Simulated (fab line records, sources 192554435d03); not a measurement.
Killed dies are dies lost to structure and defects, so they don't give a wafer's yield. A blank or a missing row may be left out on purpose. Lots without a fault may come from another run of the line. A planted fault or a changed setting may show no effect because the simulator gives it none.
Chamber matching | flow n5_finfet | N5_BEOL_M15_DESCUM_33 on rie_diel-01: 4 sister chambers
The step chemistry O2, time 7.9 s. 4 wafers are shown with their chamber, then 8 later ones without.

WAFERS WITH THEIR CHAMBER
wafer  | chamber | showerhead_plenum_p_Torr (Torr)
L079.6 | 0       | 2.04
L081.4 | 1       | 1.97
L082.5 | 2       | 2.09
L090.2 | 3       | 2.01

WAFERS WITHOUT THEIR CHAMBER
wafer  | showerhead_plenum_p_Torr (Torr)
L090.4 | 2.09
L090.5 | 2.01
L091.1 | 2.01
L091.4 | 2.03
L091.6 | 2.03
L094.1 | 2.03
L094.2 | 2.00
L094.5 | 2.00

WHICH CHAMBER EACH WENT THROUGH
wafer  | from the rows above     | in truth
L090.4 | 2                       | 2
L090.5 | 3                       | 3
L091.1 | 3                       | 3
L091.4 | can't be placed: 0 or 3 | 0
L091.6 | can't be placed: 0 or 3 | 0
L094.1 | can't be placed: 0 or 3 | 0
L094.2 | 3                       | 3
L094.5 | 3                       | 3
Placed correctly: 5 of 8. Can't be placed from these rows: 3 (the true chamber is among the candidates in 3). Placed wrongly: 0.
How it was worked out, from the rows above alone: a wafer's distance from a chamber is the root of the sum, over the readings, of the square of ((its reading less the chamber's mean) divided by the reading's scatter). The wafer belongs to the nearest chamber; if the next one is less than 2 further off, it can't be placed. A chamber's mean is the mean of its shown wafers. The scatter: with one shown wafer a chamber, the root of the mean of the squares of how far each hidden wafer lies from its nearest shown one.
